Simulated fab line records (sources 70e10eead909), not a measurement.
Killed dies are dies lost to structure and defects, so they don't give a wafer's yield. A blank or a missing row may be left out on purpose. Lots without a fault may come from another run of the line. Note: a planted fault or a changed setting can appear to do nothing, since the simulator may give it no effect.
fab line records	flow nandHarc
record lots=13	wafers=39	lastDay=32
route steps=1302 shown A_DECK1_JOINT@530 A_ONON_D2@560 A_CHANNEL_HOLE_D2@571 END@1302
lots with no fault: from the same line, run without faults
startH: the number of hours between the record's first day and the start of the first shown wafer of the lot	waitH: hours elapsed since this lot's preceding step	" repeats the value in the row above	L1.1+2: a single row standing in for several wafers	- no value, or no start was given	* or withheld: withheld	< > ~ a bound
route shown NAME@n: names a module that has steps shown in the file, with the first one's number in the route	usual: mean/standard deviation of fault-free wafers	same: alike in all rows	chamber/n: place in a boat	sites: the reading at each site	_std_site: how widely they spread, as a standard deviation	_edge_site: inner sites' mean taken away from outer sites' mean	radiusMm: for every site, how far away it sits from the centre of the wafer	mask NAME#n: copy n	behind: the last tool/chamber to shape the wafer	hold: why the lot was held/for how many hours/how that ended	device: transistor that didn't switch, given as n, p or np	end of line: the route-end tests of the same wafers	for a step that has no rows: nothing shown but its recipe	killed: count of dies lost to structure and defects at first sort (not the wafer's yield)	map: dies across one wafer; x = killed, . = not, _ = none there
set.NAME: setting as actually run; set.NAME@STEP: the setting as run at that earlier step	model.NAME: the simulator's own value behind a step, which no gauge read
steps of the route over a sample of lots; a table a step, a row a wafer
services: when a tool's chamber went out of use (startH, in hours from the record's first day, below 0 if earlier), for how many hours, and the reason
## steps
# step NHARC_A_DECK1_JOINT_ETCHBACK_00
# recipe targetDepthA=300	timeS=17.4	hbrFlowSccm=150	rfW=350	icpW=350	biasW=60	chemistry=HBr
# usual drypumpMotorCurrentA=5.5/0.35	oesProductAu=1.002/0.01	throttleValvePct=23.265/0.009
# same timeS=17.4
lot.wafer	tool	chamber	startH	waitH	drypumpMotorCurrentA	oesProductAu	rfHoursCounterH	throttleValvePct
L784.3	rieSi-04	3	251.77	0.1	5.4	1.013	0.52	23.265
L784.5	"	2	"	"	5.7	0.989	-	23.268
L784.6	"	3	"	"	5.4	1.012	-	23.276
L786.3	rieSi-04	3	264.73	0.1	5.4	1.000	0.62	23.265
L786.4	"	0	"	"	5.3	1.009	0.35	23.280
L786.1	"	2	"	"	5.7	0.978	0.69	23.265
L785.2	rieSi-01	1	264.75	0.1	5.6	0.984	0.55	23.274
L785.4	"	2	"	"	5.6	0.998	0.50	23.270
L785.5	"	3	"	"	6.3	1.003	-	23.270
L788.3	rieSi-06	2	293.73	0.1	5.1	1.006	0.19	23.248
L788.4	"	3	"	"	5.2	1.011	0.21	23.259
L788.2	"	0	"	"	5.2	1.001	0.26	23.273
L792.1	rieSi-01	3	335.82	0.1	6.3	0.998	0.96	23.280
L792.4	"	2	"	"	5.6	1.005	1.07	23.269
L792.6	"	3	"	"	6.3	0.993	-	23.259
L793.3	rieSi-06	1	345.88	0.1	6.0	0.999	0.48	23.249
L793.4	"	2	"	"	5.0	0.998	0.45	23.270
L793.6	"	2	"	"	5.1	1.017	-	23.260
L794.1	rieSi-06	0	357.41	0.1	5.2	1.004	0.58	23.266
L794.2	"	1	"	"	6.0	0.994	0.57	23.260
L794.6	"	1	"	"	6.0	0.994	-	23.260
L802.3	rieSi-01	1	427.05	0.1	5.6	0.997	0.15	23.265
L802.2	"	0	"	"	5.6	0.992	0.25	23.263
L802.5	"	1	"	"	5.5	1.000	-	23.267
L801.2	rieSi-04	2	427.07	0.1	5.7	1.015	0.43	23.259
L801.3	"	3	"	"	5.4	1.013	0.44	23.260
L801.5	"	0	"	"	5.2	1.009	-	23.252
L804.3	rieSi-06	1	448.05	0.1	6.0	0.997	0.08	23.255
L804.2	"	3	"	"	5.2	0.994	0.04	23.273
L804.5	"	1	"	"	6.0	0.995	-	23.245
L803.2	rieSi-01	2	452.03	0.1	5.6	1.010	0.59	23.276
L803.4	"	0	"	"	5.6	1.000	0.51	23.256
L803.5	"	1	"	"	5.6	1.011	-	23.266
L805.4	rieSi-01	3	463.81	0.1	6.3	0.984	0.59	23.266
L805.3	"	0	"	"	5.6	0.997	0.61	23.268
L805.6	"	2	"	"	5.6	1.015	-	23.269
L806.4	rieSi-06	1	471.07	0.1	6.0	0.991	0.23	23.249
L806.1	"	2	"	"	5.1	0.990	0.25	23.268
L806.3	"	3	"	"	5.2	1.004	0.20	23.256
# step NHARC_A_DECK1_JOINT_DEP_16
# recipe targetThkA=450	tempC=400	pressureTorr=6.5	rfW=900	teosFlowSccm=161.4	flowSccm=2650	targetThkNm=45	gas=O2	material=SiO2
# usual heaterPowerW=566/75	throttleValvePct=16.1/0.58
lot.wafer	tool	chamber	startH	waitH	heaterPowerW	throttleValvePct
L784.3	pecvd-03	1	273.41	0.2	494	16.2
L784.6	"	1	"	"	480	16.4
L784.5	"	0	"	"	550	16.0
L785.2	pecvd-01	1	290.83	0.1	460	16.8
L785.4	"	1	"	"	462	16.7
L785.5	"	2	"	"	500	17.7
L786.1	pecvd-02	2	290.85	0.1	592	16.2
L786.3	"	0	"	"	627	16.6
L786.4	"	2	"	"	585	16.0
L788.3	pecvd-02	1	315.07	0.1	491	15.0
L788.2	"	2	"	"	554	16.4
L788.4	"	0	"	"	561	16.3
L792.1	pecvd-03	1	357.31	0.1	557	16.2
L792.4	"	2	"	"	497	16.2
L792.6	"	1	"	"	555	16.3
L793.3	pecvd-02	2	371.67	0.1	600	16.4
L793.4	"	2	"	"	616	16.3
L793.6	"	0	"	"	728	16.7
L794.2	pecvd-03	0	380.86	0.4	571	16.1
L794.1	"	1	"	"	611	16.0
L794.6	"	1	"	"	617	15.8
L801.3	pecvd-03	1	452.07	0.1	523	16.0
L801.2	"	0	"	"	579	16.2
L801.5	"	1	"	"	508	16.1
L802.3	pecvd-02	1	452.08	0.1	550	15.0
L802.2	"	2	"	"	615	16.7
L802.5	"	1	"	"	561	14.8
L804.2	pecvd-02	0	469.60	0.1	775	15.8
L804.3	"	1	"	"	526	14.6
L804.5	"	2	"	"	556	16.6
L803.2	pecvd-02	2	472.19	0.1	567	16.6
L803.5	"	1	"	"	506	14.6
L803.4	"	0	"	"	679	16.0
L805.3	pecvd-03	0	492.09	0.1	550	16.3
L805.4	"	1	"	"	541	16.2
L805.6	"	2	"	"	538	16.0
L806.3	pecvd-02	2	499.06	0.1	576	16.8
L806.1	"	1	"	"	557	14.9
L806.4	"	0	"	"	622	16.1
# step NHARC_A_ONON_D2_DEP_22
# recipe targetThkA=10000	n2FlowSccm=2750	n2oFlowSccm=2000	nh3FlowSccm=500	sih4FlowSccm=210	tempC=400
# usual nh3FlowSccm=500.2/1.5
lot.wafer	tool	chamber	startH	waitH	nh3FlowSccm
L784.3	pecvdOnon-01	0	285.05	0.2	500.8
L784.5	"	0	"	"	498.7
L784.6	"	0	"	"	500.2
L786.1	pecvdOnon-01	0	304.55	0.1	499.9
L786.3	"	0	"	"	500.9
L786.4	"	0	"	"	500.5
L785.2	pecvdOnon-04	0	304.61	0.1	500.5
L785.4	"	0	"	"	502.2
L785.5	"	0	"	"	501.9
L788.2	pecvdOnon-02	0	329.63	0.1	501.5
L788.3	"	0	"	"	499.9
L788.4	"	0	"	"	501.8
L792.1	pecvdOnon-01	0	367.30	0.1	499.2
L792.4	"	0	"	"	499.9
L792.6	"	0	"	"	501.1
L793.3	pecvdOnon-04	0	383.29	0.2	500.0
L793.4	"	0	"	"	499.9
L793.6	"	0	"	"	498.7
L794.1	pecvdOnon-04	0	392.24	0.1	499.5
L794.2	"	0	"	"	497.6
L794.6	"	0	"	"	497.0
L801.2	pecvdOnon-01	0	463.95	0.1	497.0
L801.3	"	0	"	"	500.4
L801.5	"	0	"	"	495.2
L802.2	pecvdOnon-04	0	463.98	0.1	500.9
L802.3	"	0	"	"	498.9
L802.5	"	0	"	"	500.5
L804.2	pecvdOnon-01	0	481.44	0.1	498.5
L804.3	"	0	"	"	498.1
L804.5	"	0	"	"	501.3
L803.2	pecvdOnon-02	0	481.44	0.1	503.7
L803.4	"	0	"	"	498.7
L803.5	"	0	"	"	500.5
L806.1	pecvdOnon-02	0	507.50	0.1	500.8
L806.3	"	0	"	"	501.6
L806.4	"	0	"	"	499.1
L805.3	pecvdOnon-04	0	507.62	0.2	501.1
L805.4	"	0	"	"	499.7
L805.6	"	0	"	"	502.1
# step NHARC_A_ONON_D2_THK_MEAS_24
# recipe thkMeasGauge=ellipsometry
# usual thkNm=1001/8.7
lot.wafer	tool	chamber	startH	waitH	thkNm
L784.3	filmMetro-02	-	285.45	-	1016
L784.5	"	-	"	"	1017
L784.6	"	-	"	"	1016
L785.2	filmMetro-02	-	305.06	-	983
L785.4	"	-	"	"	982
L785.5	"	-	"	"	982
L786.1	filmMetro-01	-	305.06	-	998
L786.3	"	-	"	"	995
L786.4	"	-	"	"	998
L788.2	filmMetro-01	-	330.09	-	1010
L788.3	"	-	"	"	1009
L788.4	"	-	"	"	1009
L792.1	filmMetro-01	-	367.82	-	992
L792.4	"	-	"	"	992
L792.6	"	-	"	"	991
L793.3	filmMetro-01	-	383.68	-	712
L793.4	"	-	"	"	713
L793.6	"	-	"	"	713
L794.1	filmMetro-01	-	392.75	-	711
L794.2	"	-	"	"	712
L794.6	"	-	"	"	712
L801.2	filmMetro-02	-	464.41	-	995
L801.3	"	-	"	"	996
L801.5	"	-	"	"	995
L802.2	filmMetro-01	-	464.43	-	989
L802.3	"	-	"	"	989
L802.5	"	-	"	"	987
L804.2	filmMetro-01	-	481.90	-	1012
L804.3	"	-	"	"	1012
L804.5	"	-	"	"	1012
L803.2	filmMetro-02	-	481.90	-	999
L803.4	"	-	"	"	1000
L803.5	"	-	"	"	996
L806.1	filmMetro-02	-	508.01	-	1003
L806.3	"	-	"	"	1001
L806.4	"	-	"	"	1000
L805.3	filmMetro-01	-	508.04	-	1005
L805.4	"	-	"	"	1008
L805.6	"	-	"	"	1008
# step NHARC_A_CHANNEL_HOLE_D2_DEP_01
# recipe targetThkA=1400	targetThkNm=140	tempC=400	pressureTorr=3.5	flowSccm=200	rfW=350	material=SiON
# usual heaterPowerW=812/92
lot.wafer	tool	chamber	startH	waitH	heaterPowerW
L784.3	pecvd-04	1	289.12	1.0	859
L784.6	"	0	"	"	843
L784.5	"	1	"	"	906
L785.2	pecvd-03	2	310.76	1.3	649
L785.4	"	0	"	"	670
L785.5	"	2	"	"	673
L786.1	pecvd-04	2	312.50	1.6	955
L786.3	"	1	"	"	898
L786.4	"	0	"	"	773
L788.3	pecvd-04	1	337.12	1.0	972
L788.2	"	2	"	"	851
L788.4	"	0	"	"	796
L792.1	pecvd-04	1	374.47	1.6	833
L792.6	"	1	"	"	832
L792.4	"	2	"	"	851
L801.3	pecvd-04	0	470.38	1.0	711
L801.2	"	2	"	"	842
L801.5	"	0	"	"	725
L802.2	pecvd-03	1	471.11	1.3	762
L802.3	"	0	"	"	682
L802.5	"	0	"	"	685
L803.2	pecvd-04	2	485.61	1.3	921
L803.5	"	2	"	"	784
L803.4	"	1	"	"	895
L804.3	pecvd-04	1	487.53	1.0	887
L804.2	"	0	"	"	831
L804.5	"	1	"	"	893
L806.1	pecvd-02	1	511.71	1.7	769
L806.3	"	2	"	"	664
L806.4	"	0	"	"	942
L805.3	pecvd-03	0	511.75	1.0	757
L805.4	"	0	"	"	730
L805.6	"	2	"	"	639
# step NHARC_END_SORT_01
# recipe tempC=25
# usual killedAtArray=56/17	killedAtOther=1.2/1.4	killedAtPeriphery=4/3.2	killedDies=61/16	killedOpen=3.6/2.1	killedShort=2.7/1.8
# same grossDies=677
lot.wafer	tool	chamber	startH	waitH	killedAtArray	killedAtOther	killedAtPeriphery	killedDies	killedOpen	killedShort
L792.1	prober-02	0	641.04	2.5	65	0	7	72	1	2
L792.4	prober-02	0	643.45	3.4	80	2	14	96	7	3
L792.6	prober-02	0	645.05	4.0	75	0	2	77	3	2
L793.3	prober-01	0	663.86	3.1	673	1	3	677	2	4
L793.4	prober-01	0	664.67	3.4	670	0	7	677	3	2
L793.6	prober-01	0	666.29	4.1	673	1	3	677	1	1
L794.1	prober-02	0	675.06	2.5	674	0	3	677	4	1
L794.2	prober-02	0	675.87	2.8	671	1	5	677	5	2
L794.6	prober-02	0	679.11	4.1	672	0	5	677	2	2
L803.2	prober-02	0	765.76	2.8	43	0	3	46	6	3
L803.4	prober-02	0	767.35	3.4	28	0	4	32	2	0
L803.5	prober-02	0	768.14	3.7	27	0	1	28	1	0
# killed by level:class
L792.1 A_SLIT:chamberFilmFlake=23 A_CHANNEL_HOLE_D1:chamberFilmFlake=19 A_CHANNEL_HOLE_D2:chamberFilmFlake=12 P_M0:chamberFilmFlake=3 A_WL_FILL:chamberFilmFlake=3 P_ZERO_WELL:chamberFilmFlake=2 A_STAIRCASE:chamberFilmFlake=2 A_CONTACT:chamberFilmFlake=2
L792.4 A_SLIT:chamberFilmFlake=28 A_CHANNEL_HOLE_D1:chamberFilmFlake=22 A_CHANNEL_HOLE_D2:chamberFilmFlake=13 P_ZERO_WELL:chamberFilmFlake=4 A_CHANNEL_FILL_D2:chamberFilmFlake=4 P_CONTACT:chamberFilmFlake=3 P_M0:chamberFilmFlake=3 A_CONTACT:chamberFilmFlake=3
L792.6 A_SLIT:chamberFilmFlake=29 A_CHANNEL_HOLE_D1:chamberFilmFlake=23 A_CHANNEL_HOLE_D2:chamberFilmFlake=10 A_CONTACT:chamberFilmFlake=4 A_CHANNEL_FILL_D2:chamberFilmFlake=2 A_WL_FILL:chamberFilmFlake=2 P_M2:geometricParticle:short=1 A_CHANNEL_FILL_D1:geometricParticle:short=1
L793.3 A_ONON_D2:areaDep=637 A_CHANNEL_HOLE_D2:chamberFilmFlake=14 A_CHANNEL_HOLE_D1:chamberFilmFlake=7 A_CONTACT:chamberFilmFlake=4 A_STAIRCASE:chamberFilmFlake=2 A_SLIT:chamberFilmFlake=2 P_M0:geometricParticle:open=1 A_ONON_D1:geometricParticle:short=1
L793.4 A_ONON_D2:areaDep=621 A_CHANNEL_HOLE_D2:chamberFilmFlake=23 A_CHANNEL_HOLE_D1:chamberFilmFlake=7 A_STAIRCASE:chamberFilmFlake=6 A_M0:chamberFilmFlake=4 A_CHANNEL_HOLE_D1:geometricParticle:open=3 P_BONDPAD:chamberFilmFlake=3 A_CONTACT:chamberFilmFlake=3
L793.6 A_ONON_D2:areaDep=636 A_CHANNEL_HOLE_D2:chamberFilmFlake=18 A_CHANNEL_HOLE_D1:chamberFilmFlake=9 A_CONTACT:chamberFilmFlake=3 A_STAIRCASE:chamberFilmFlake=2 P_M1:chamberFilmFlake=2 A_CHANNEL_FILL_D2:chamberFilmFlake=2 A_ONON_D2:geometricParticle:open=1
L794.1 A_ONON_D2:areaDep=629 A_SLIT:chamberFilmFlake=35 A_STAIRCASE:chamberFilmFlake=2 P_GATE:geometricParticle:open=1 A_CHANNEL_HOLE_D2:geometricParticle:short=1 A_CHANNEL_FILL_D2:geometricParticle:open=1 A_STAIRCASE:geometricParticle:open=1 A_SGD_CUT:geometricParticle:open=1
L794.2 A_ONON_D2:areaDep=622 A_SLIT:chamberFilmFlake=31 A_CHANNEL_HOLE_D1:chamberFilmFlake=6 A_STAIRCASE:chamberFilmFlake=4 A_M0:geometricParticle:open=2 A_CHANNEL_HOLE_D2:chamberFilmFlake=2 P_CONTACT:geometricParticle:open=1 P_M0:geometricParticle:short=1
L794.6 A_ONON_D2:areaDep=630 A_SLIT:chamberFilmFlake=30 A_CHANNEL_HOLE_D1:chamberFilmFlake=3 A_SGD_CUT:geometricParticle:short=2 P_ZERO_WELL:chamberFilmFlake=2 P_BONDPAD:chamberFilmFlake=2 P_GATE:geometricParticle:open=1 A_DECK1_JOINT:geometricParticle:open=1
L803.2 A_CHANNEL_HOLE_D1:chamberFilmFlake=23 A_SLIT:chamberFilmFlake=6 A_CHANNEL_FILL_D2:chamberFilmFlake=3 A_CHANNEL_FILL_D2:geometricParticle:open=2 A_STAIRCASE:chamberFilmFlake=2 P_CONTACT:geometricParticle:open=1 P_M2:geometricParticle:open=1 A_SOURCE_PLATE:geometricParticle:open=1
L803.4 A_CHANNEL_HOLE_D1:chamberFilmFlake=13 A_SLIT:chamberFilmFlake=7 A_CHANNEL_FILL_D2:chamberFilmFlake=4 P_STI:chamberFilmFlake=3 A_CONTACT:chamberFilmFlake=2 P_GATE:geometricParticle:open=1 A_CHANNEL_FILL_D2:geometricParticle:open=1 A_ZERO_WELL:chamberFilmFlake=1
L803.5 A_CHANNEL_HOLE_D1:chamberFilmFlake=12 A_SLIT:chamberFilmFlake=5 A_CHANNEL_FILL_D2:chamberFilmFlake=4 A_STAIRCASE:chamberFilmFlake=2 A_CONTACT:chamberFilmFlake=2 A_ONON_D2:geometricParticle:open=1 P_STI:chamberFilmFlake=1 A_CHANNEL_HOLE_D2:chamberFilmFlake=1
## services
tool	chamber	startH	hours	kind
pecvd-02	-	229.66	13.0	pm
rieSi-06	-	249.00	9.0	pm
pecvd-03	2	266.64	9.7	repair
pecvdOnon-01	-	269.00	13.0	pm
pecvd-04	-	269.30	13.0	pm
pecvd-02	0	294.44	7.5	repair
pecvdOnon-04	-	311.00	13.0	pm
pecvd-03	-	366.19	13.0	pm
pecvd-02	-	367.17	1.8	repair
rieSi-01	-	370.00	9.0	pm
pecvd-03	2	390.60	7.0	repair
pecvd-02	2	390.74	9.9	repair
rieSi-01	0	393.83	3.3	repair
rieSi-06	0	402.39	4.3	repair
pecvd-02	-	410.66	13.0	pm
pecvd-04	1	419.09	3.8	repair
pecvd-03	-	419.53	0.7	repair
rieSi-06	-	426.00	9.0	pm
pecvdOnon-01	-	441.48	0.3	repair
pecvdOnon-01	-	450.00	13.0	pm
pecvd-04	-	450.53	13.0	pm
rieSi-01	-	456.51	0.5	repair
rieSi-06	3	473.96	1.3	repair
pecvdOnon-04	-	492.00	13.0	pm
## key
firstSign step=NHARC_A_ONON_D2_THK_MEAS_24	reading=thkNm	direction=down	sigmas=33	usual=1001	struck=712
effect step=NHARC_END_SORT_01	reading=killedDies	direction=up	sigmas=37	usual=61	struck=677
moreKillsBornAt NHARC_A_ONON_D2_DEP_22@pecvdOnon-04=3775
metAt NHARC_A_ONON_D2_DEP_22
struckLots L793,L794
struckWafers L793.3,L793.4,L793.6,L794.1,L794.2,L794.6
laterRowsLeftOut L793.3,L793.4,L793.6,L794.1,L794.2,L794.6
testerLeftOut L793,L794
notActingAt NHARC_A_DECK1_JOINT_ETCHBACK_00,NHARC_A_DECK1_JOINT_DEP_16,NHARC_A_CHANNEL_HOLE_D2_DEP_01
onsetBetween 304.61 383.29
fault kind=processParameterDrift	tool=pecvdOnon-04	chamber=0	onsetH=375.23	steps=NHARC_A_ONON_D2_DEP_22	channel=targetThkA	offset=*	shape=step	endH=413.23	actsIn=*	stated=*
# testerLeftOut: of these lots the tester's yield and bins aren't shown, on N5 and GAA mostly nor the transistor test; their killed dies are dies lost to structure and defects alone, not to doping, threshold or leakage, so they don't give the yield
# laterRowsLeftOut: the simulator's readings of these wafers behind a module that went badly wrong aren't trusted and aren't shown, but for the sort
